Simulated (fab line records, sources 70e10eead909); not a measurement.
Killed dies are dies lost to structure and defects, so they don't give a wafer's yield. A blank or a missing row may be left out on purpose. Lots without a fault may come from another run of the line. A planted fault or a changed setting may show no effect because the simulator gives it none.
A struck lot beside a sound one | flow nand_harc | 13 steps out of a route of 1302
Sound: wafers L697.1, L697.2, L697.5. Struck: wafers L708.3, L708.5. (L708.1 of the same lot was not struck and is left out.) The cause comes at the end.
At each step with rows: each side's tool, then ch and its chambers, then its first start. Under that, the readings that differ: sound wafers | struck wafers | difference of the means | sigmas: that difference in standard deviations of wafers without a fault.
alike: readings whose means differ by less than 2 such deviations, and words and numbers that are the same on both sides. not compared: withheld readings, readings that some wafer has no value for, bounds like >300 that may hide the same value, and numbers for which the record gives no deviation and whose values overlap.
The two part at a step that has a row with sigmas, a row that says differs or no value, or rows on one side only. Numbers that don't overlap but have no deviation are shown without sigmas and don't part them. A reading that every wafer of one side lacks parts them only if that side has two wafers or more.

NHARC_A_STAIRCASE_TRIM_12: chemistry O2, time 211.2 s.
  sound on rie_diel-07 ch 0,1,3, day 17 15:16; struck on rie_diel-01 ch 0, day 21 13:35
  alike: drypump_motor_current_A, oes_product_au, rf_vpp_V, showerhead_plenum_p_Torr, throttle_valve_pct
  not compared: rf_hours_counter_h
then, 1 step without rows for these wafers: NHARC_A_STAIRCASE_ETCH_13 (etches the open film in C4F8/O2, target depth 100 nm, time 40.5 s).
NHARC_A_STAIRCASE_TRIM_14: chemistry O2, time 211.2 s.
  sound on rie_diel-07 ch 0,1,2; struck on rie_diel-01 ch 2
  alike: drypump_motor_current_A, oes_product_au, rf_vpp_V, showerhead_plenum_p_Torr, throttle_valve_pct
  not compared: rf_hours_counter_h
then, 1 step without rows for these wafers: NHARC_A_STAIRCASE_ETCH_15 (etches the open film in C4F8/O2, target depth 100 nm, time 40.5 s).
NHARC_A_STAIRCASE_TRIM_16: chemistry O2, time 211.2 s.
  sound on rie_diel-07 ch 0,1,3; struck on rie_diel-01 ch 0,1
  alike: drypump_motor_current_A, oes_product_au, rf_vpp_V, showerhead_plenum_p_Torr, throttle_valve_pct
  not compared: rf_hours_counter_h
then, 3 steps without rows for these wafers: NHARC_A_STAIRCASE_ETCH_17 (etches the open film in C4F8/O2, target depth 100 nm, time 40.5 s); NHARC_A_STAIRCASE_TRIM_18 (chemistry O2, time 211.2 s); NHARC_A_STAIRCASE_ETCH_19 (etches the open film in C4F8/O2, target depth 100 nm, time 40.5 s).
NHARC_A_STAIRCASE_TRIM_20: chemistry O2, time 211.2 s.
  sound on rie_diel-03 ch 1,3, day 17 16:17; struck on rie_diel-01 ch 0,3, day 21 14:43
  reading                     | sound       | struck  | difference | sigmas
  drypump_motor_current_A (A) | 5.8 6.3 6.3 | 5.0 5.2 | -1.0       | -2
  alike: oes_product_au, rf_vpp_V, showerhead_plenum_p_Torr, throttle_valve_pct
  not compared: rf_hours_counter_h
then, 1 step without rows for these wafers: NHARC_A_STAIRCASE_ETCH_21 (etches the open film in C4F8/O2, target depth 100 nm, time 40.5 s).
NHARC_A_STAIRCASE_TRIM_22: chemistry O2, time 211.2 s.
  sound on rie_diel-03 ch 2,3; struck on rie_diel-01 ch 2,3
  alike: drypump_motor_current_A, oes_product_au, rf_vpp_V, showerhead_plenum_p_Torr, throttle_valve_pct
  not compared: rf_hours_counter_h
NHARC_A_STAIRCASE_ETCH_23: etches the open film in C4F8/O2, target depth 100 nm, time 40.5 s.
  sound on rie_diel-03 ch 0,2,3, day 17 16:43; struck on rie_diel-01 ch 3, day 21 15:11
  reading               | sound             | struck      | difference | sigmas
  oes_product_au (a.u.) | 0.964 0.960 0.953 | 0.798 0.811 | -0.154     | -10
  alike: rf_vpp_V
  not compared: rf_hours_counter_h
then, 1 step without rows for these wafers: NHARC_A_STAIRCASE_TRIM_24 (chemistry O2, time 211.2 s).

WHERE THEY PART
First at NHARC_A_STAIRCASE_TRIM_20; last, within this record, at NHARC_A_STAIRCASE_ETCH_23.

WHY: what the simulator had put in
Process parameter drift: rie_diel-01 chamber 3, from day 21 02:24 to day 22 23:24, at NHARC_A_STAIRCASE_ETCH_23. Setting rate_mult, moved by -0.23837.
